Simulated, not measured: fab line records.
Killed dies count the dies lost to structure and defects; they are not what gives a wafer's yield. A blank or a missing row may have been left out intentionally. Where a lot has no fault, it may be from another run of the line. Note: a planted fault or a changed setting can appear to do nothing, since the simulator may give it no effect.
The tool behind it: which one? / flow n5_finfet / Sampling: 11 lots, 33 wafers, 4 of 1938 route steps

## WHAT THE GAUGES READ, wafer by wafer
Not one reading of a measure or inspect step in the record can be checked against a usual standard deviation.

## WHAT TOOL EACH LOT RAN ON (gives the tool, then ch and the chambers of the sampled wafers, and finally the start)
lot=L204; N5_MOL_CONTACT_COAG_ETCH_15=rie_diel-01 ch 0,2,3, day 5 11:22; N5_MOL_CONTACT_COAG_ANNEAL_113=rtp_anneal-02 ch 0, day 5 14:38; N5_MOL_CONTACT_COAG_ALD_27=ald_sin-03 ch 1,3, day 5 16:32; N5_MOL_CONTACT_COAG_CMP_28=cmp-02 ch 0,1,2, day 5 18:10
lot=L205; N5_MOL_CONTACT_COAG_ETCH_15=rie_diel-04 ch 0,1,3, day 5 17:12; N5_MOL_CONTACT_COAG_ANNEAL_113=rtp_anneal-02 ch 0, day 5 20:26; N5_MOL_CONTACT_COAG_ALD_27=ald_sin-03 ch 0,2, day 5 23:10; N5_MOL_CONTACT_COAG_CMP_28=cmp-03 ch 1,2,3, day 6 00:46
lot=L206; N5_MOL_CONTACT_COAG_ETCH_15=rie_diel-03 ch 0,1, day 5 21:25; N5_MOL_CONTACT_COAG_ANNEAL_113=rtp_anneal-01 ch 0, day 6 02:01; N5_MOL_CONTACT_COAG_ALD_27=ald_sin-03 ch 0,1,3, day 6 09:22; N5_MOL_CONTACT_COAG_CMP_28=cmp-02 ch 0,2,3, day 6 10:56
lot=L207; N5_MOL_CONTACT_COAG_ETCH_15=rie_diel-03 ch 0,1,3, day 6 04:35; N5_MOL_CONTACT_COAG_ANNEAL_113=rtp_anneal-02 ch 0, day 6 09:38; N5_MOL_CONTACT_COAG_ALD_27=ald_sin-03 ch 0,2,3, day 6 13:06; N5_MOL_CONTACT_COAG_CMP_28=cmp-03 ch 0,1,2, day 6 14:40
lot=L210; N5_MOL_CONTACT_COAG_ETCH_15=rie_diel-03 ch 1,2,3, day 7 00:58; N5_MOL_CONTACT_COAG_ANNEAL_113=rtp_anneal-01 ch 0, day 7 05:07; N5_MOL_CONTACT_COAG_ALD_27=ald_sin-03 ch 2,3, day 7 08:20; N5_MOL_CONTACT_COAG_CMP_28=cmp-04 ch 0,2,3, day 7 09:55
lot=L217; N5_MOL_CONTACT_COAG_ETCH_15=rie_diel-01 ch 1,2,3, day 8 14:18; N5_MOL_CONTACT_COAG_ANNEAL_113=rtp_anneal-01 ch 0, day 8 17:20; N5_MOL_CONTACT_COAG_ALD_27=ald_sin-04 ch 0,2,3, day 8 21:36; N5_MOL_CONTACT_COAG_CMP_28=cmp-02 ch 0,1,2, day 8 23:19
lot=L218; N5_MOL_CONTACT_COAG_ETCH_15=rie_diel-01 ch 0,1,3, day 8 21:02; N5_MOL_CONTACT_COAG_ANNEAL_113=rtp_anneal-01 ch 0, day 9 00:42; N5_MOL_CONTACT_COAG_ALD_27=ald_sin-01 ch 1,2,3, day 9 03:31; N5_MOL_CONTACT_COAG_CMP_28=cmp-04 ch 0,3, day 9 05:05
lot=L219; N5_MOL_CONTACT_COAG_ETCH_15=rie_diel-03 ch 1,2,3, day 9 02:41; N5_MOL_CONTACT_COAG_ANNEAL_113=rtp_anneal-02 ch 0, day 9 06:34; N5_MOL_CONTACT_COAG_ALD_27=ald_sin-01 ch 0,2,3, day 9 10:28; N5_MOL_CONTACT_COAG_CMP_28=cmp-03 ch 0,1,2, day 9 12:04
lot=L221; N5_MOL_CONTACT_COAG_ETCH_15=rie_diel-04 ch 0,2,3, day 9 20:40; N5_MOL_CONTACT_COAG_ANNEAL_113=rtp_anneal-02 ch 0, day 10 00:19; N5_MOL_CONTACT_COAG_ALD_27=ald_sin-04 ch 1,2,3, day 10 04:07; N5_MOL_CONTACT_COAG_CMP_28=cmp-03 ch 1,2,3, day 10 05:41
lot=L222; N5_MOL_CONTACT_COAG_ETCH_15=rie_diel-04 ch 0,3, day 9 21:43; N5_MOL_CONTACT_COAG_ANNEAL_113=rtp_anneal-01 ch 0, day 10 01:37; N5_MOL_CONTACT_COAG_ALD_27=ald_sin-03 ch 0,1,2, day 10 04:08; N5_MOL_CONTACT_COAG_CMP_28=cmp-04 ch 0,3, day 10 05:43
lot=L224; N5_MOL_CONTACT_COAG_ETCH_15=rie_diel-04 ch 1,2,3, day 10 09:27; N5_MOL_CONTACT_COAG_ANNEAL_113=rtp_anneal-01 ch 0, day 10 12:34; N5_MOL_CONTACT_COAG_ALD_27=ald_sin-04 ch 0,2, day 10 15:55; N5_MOL_CONTACT_COAG_CMP_28=cmp-03 ch 2,3, day 10 17:29
- N5_MOL_CONTACT_COAG_ETCH_15: etches SiNx in CH3F/O2, stops on Si:P, target depth 7 nm.
- N5_MOL_CONTACT_COAG_ANNEAL_113: time 300 s.
- N5_MOL_CONTACT_COAG_ALD_27: deposits SiOC, target thk 17 nm, pulse time 1.5 s, time 2720 s.
- N5_MOL_CONTACT_COAG_CMP_28: polishes, stops on SiNx, t overpolish 0.85 s, target thk 14.522 nm.

## AS READ BY THE TOOLS THEMSELVES (means over the sampled wafers that have a number; for cases with no such wafer, the mark the record gives instead)
N5_MOL_CONTACT_COAG_ETCH_15. Usual: drypump_motor_current_A 5.52 A, standard deviation 0.26; oes_ar_750_au 0.77 a.u., standard deviation 0.095; oes_product_au 0.57 a.u., standard deviation 0.069; rf_vpp_V 294 V, standard deviation 4.3; showerhead_plenum_p_Torr 1.99 Torr, standard deviation 0.066; throttle_valve_pct 16.26 %, standard deviation 0.21.
lot=L204; tool=rie_diel-01; drypump_motor_current_A (A)=5.45; oes_ar_750_au (a.u.)=0.81; oes_product_au (a.u.)=0.60; rf_vpp_V (V)=294; showerhead_plenum_p_Torr (Torr)=1.98; throttle_valve_pct (%)=16.24; flag=
lot=L205; tool=rie_diel-04; drypump_motor_current_A (A)=5.56; oes_ar_750_au (a.u.)=0.74; oes_product_au (a.u.)=0.54; rf_vpp_V (V)=295; showerhead_plenum_p_Torr (Torr)=1.97; throttle_valve_pct (%)=16.29; flag=
lot=L206; tool=rie_diel-03; drypump_motor_current_A (A)=5.84; oes_ar_750_au (a.u.)=0.69; oes_product_au (a.u.)=0.51; rf_vpp_V (V)=294; showerhead_plenum_p_Torr (Torr)=2.06; throttle_valve_pct (%)=16.31; flag=
lot=L207; tool=rie_diel-03; drypump_motor_current_A (A)=5.70; oes_ar_750_au (a.u.)=0.76; oes_product_au (a.u.)=0.55; rf_vpp_V (V)=291; showerhead_plenum_p_Torr (Torr)=2.05; throttle_valve_pct (%)=16.33; flag=
lot=L210; tool=rie_diel-03; drypump_motor_current_A (A)=5.40; oes_ar_750_au (a.u.)=0.85; oes_product_au (a.u.)=0.60; rf_vpp_V (V)=290; showerhead_plenum_p_Torr (Torr)=2.08; throttle_valve_pct (%)=16.37; flag=
lot=L217; tool=rie_diel-01; drypump_motor_current_A (A)=5.55; oes_ar_750_au (a.u.)=0.77; oes_product_au (a.u.)=0.56; rf_vpp_V (V)=295; showerhead_plenum_p_Torr (Torr)=1.91; throttle_valve_pct (%)=16.30; flag=
lot=L218; tool=rie_diel-01; drypump_motor_current_A (A)=5.40; oes_ar_750_au (a.u.)=0.75; oes_product_au (a.u.)=0.56; rf_vpp_V (V)=296; showerhead_plenum_p_Torr (Torr)=1.96; throttle_valve_pct (%)=16.25; flag=
lot=L219; tool=rie_diel-03; drypump_motor_current_A (A)=5.40; oes_ar_750_au (a.u.)=0.81; oes_product_au (a.u.)=0.59; rf_vpp_V (V)=290; showerhead_plenum_p_Torr (Torr)=2.08; throttle_valve_pct (%)=16.40; flag=
lot=L221; tool=rie_diel-04; drypump_motor_current_A (A)=5.39; oes_ar_750_au (a.u.)=0.80; oes_product_au (a.u.)=0.58; rf_vpp_V (V)=294; showerhead_plenum_p_Torr (Torr)=1.97; throttle_valve_pct (%)=16.15; flag=
lot=L222; tool=rie_diel-04; drypump_motor_current_A (A)=5.42; oes_ar_750_au (a.u.)=0.72; oes_product_au (a.u.)=0.53; rf_vpp_V (V)=293; showerhead_plenum_p_Torr (Torr)=1.98; throttle_valve_pct (%)=16.34; flag=
lot=L224; tool=rie_diel-04; drypump_motor_current_A (A)=5.51; oes_ar_750_au (a.u.)=0.79; oes_product_au (a.u.)=0.58; rf_vpp_V (V)=297; showerhead_plenum_p_Torr (Torr)=1.94; throttle_valve_pct (%)=16.17; flag=

N5_MOL_CONTACT_COAG_ANNEAL_113. Usual: lamp_power_pct 2.86 %, standard deviation 0.18; wafer_temp_C_max 401.9, standard deviation 0.59.
lot=L204; tool=rtp_anneal-02; lamp_power_pct (%)=3.04; wafer_temp_C_max=402.0; flag=
lot=L205; tool=rtp_anneal-02; lamp_power_pct (%)=3.04; wafer_temp_C_max=402.3; flag=
lot=L206; tool=rtp_anneal-01; lamp_power_pct (%)=2.69; wafer_temp_C_max=401.1; flag=
lot=L207; tool=rtp_anneal-02; lamp_power_pct (%)=3.04; wafer_temp_C_max=402.6; flag=
lot=L210; tool=rtp_anneal-01; lamp_power_pct (%)=2.68; wafer_temp_C_max=401.6; flag=
lot=L217; tool=rtp_anneal-01; lamp_power_pct (%)=2.68; wafer_temp_C_max=401.4; flag=
lot=L218; tool=rtp_anneal-01; lamp_power_pct (%)=2.69; wafer_temp_C_max=401.7; flag=
lot=L219; tool=rtp_anneal-02; lamp_power_pct (%)=3.04; wafer_temp_C_max=402.3; flag=
lot=L221; tool=rtp_anneal-02; lamp_power_pct (%)=3.04; wafer_temp_C_max=402.8; flag=
lot=L222; tool=rtp_anneal-01; lamp_power_pct (%)=2.69; wafer_temp_C_max=401.5; flag=
lot=L224; tool=rtp_anneal-01; lamp_power_pct (%)=2.68; wafer_temp_C_max=401.3; flag=

N5_MOL_CONTACT_COAG_ALD_27. Usual: heater_power_w 809 W, standard deviation 48; precursor_pulse_height_rel 1.001, standard deviation 0.021; run_length_s 2769.6 s, standard deviation 0.48.
lot=L204; tool=ald_sin-03; heater_power_w (W)=812; precursor_pulse_height_rel=0.994; run_length_s (s)=2770.0; flag=
lot=L205; tool=ald_sin-03; heater_power_w (W)=831; precursor_pulse_height_rel=1.005; run_length_s (s)=2769.8; flag=
lot=L206; tool=ald_sin-03; heater_power_w (W)=802; precursor_pulse_height_rel=0.986; run_length_s (s)=2769.7; flag=
lot=L207; tool=ald_sin-03; heater_power_w (W)=828; precursor_pulse_height_rel=0.993; run_length_s (s)=3276.2; flag=OFF
lot=L210; tool=ald_sin-03; heater_power_w (W)=860; precursor_pulse_height_rel=1.007; run_length_s (s)=3276.5; flag=OFF
lot=L217; tool=ald_sin-04; heater_power_w (W)=766; precursor_pulse_height_rel=0.983; run_length_s (s)=2769.2; flag=
lot=L218; tool=ald_sin-01; heater_power_w (W)=782; precursor_pulse_height_rel=0.988; run_length_s (s)=2769.2; flag=
lot=L219; tool=ald_sin-01; heater_power_w (W)=819; precursor_pulse_height_rel=1.016; run_length_s (s)=2769.3; flag=
lot=L221; tool=ald_sin-04; heater_power_w (W)=785; precursor_pulse_height_rel=0.998; run_length_s (s)=2769.6; flag=
lot=L222; tool=ald_sin-03; heater_power_w (W)=838; precursor_pulse_height_rel=0.983; run_length_s (s)=2769.9; flag=
lot=L224; tool=ald_sin-04; heater_power_w (W)=746; precursor_pulse_height_rel=1.006; run_length_s (s)=2769.6; flag=

N5_MOL_CONTACT_COAG_CMP_28. Usual: motor_current_A reads 11.6 A (standard deviation 1.4).
lot=L204; tool=cmp-02; motor_current_A (A)=11.1; flag=
lot=L205; tool=cmp-03; motor_current_A (A)=12.6; flag=
lot=L206; tool=cmp-02; motor_current_A (A)=11.8; flag=
lot=L207; tool=cmp-03; motor_current_A (A)=12.4; flag=
lot=L210; tool=cmp-04; motor_current_A (A)=11.7; flag=
lot=L217; tool=cmp-02; motor_current_A (A)=10.7; flag=
lot=L218; tool=cmp-04; motor_current_A (A)=10.6; flag=
lot=L219; tool=cmp-03; motor_current_A (A)=12.1; flag=
lot=L221; tool=cmp-03; motor_current_A (A)=12.2; flag=
lot=L222; tool=cmp-04; motor_current_A (A)=10.1; flag=
lot=L224; tool=cmp-03; motor_current_A (A)=11.7; flag=

## THE ANSWER, worked out from the rows above alone
Rule: a lot counts as off when the mean over its wafers that have a number is more than 3 standard deviations away from the usual mean. A lot without any number at a reading at which 4 lots or more have one is off too. Any other lot the step has rows for is counted as sound. The gauges are gone through in route order, then the tools' own readings, and for those a lot's mean is taken as printed above. The first step at which some lot is off is used, and at that step the reading that is off furthest; a lot without a number counts as furthest.
Off: L207, L210 (N5_MOL_CONTACT_COAG_ALD_27, run_length_s).
If a tool, at that step or one of the process steps before it, ran each lot that is off and ran no sound lot following the first of them, it fits. None of those tried fits.

## WHAT THE SIMULATOR HAD PUT IN
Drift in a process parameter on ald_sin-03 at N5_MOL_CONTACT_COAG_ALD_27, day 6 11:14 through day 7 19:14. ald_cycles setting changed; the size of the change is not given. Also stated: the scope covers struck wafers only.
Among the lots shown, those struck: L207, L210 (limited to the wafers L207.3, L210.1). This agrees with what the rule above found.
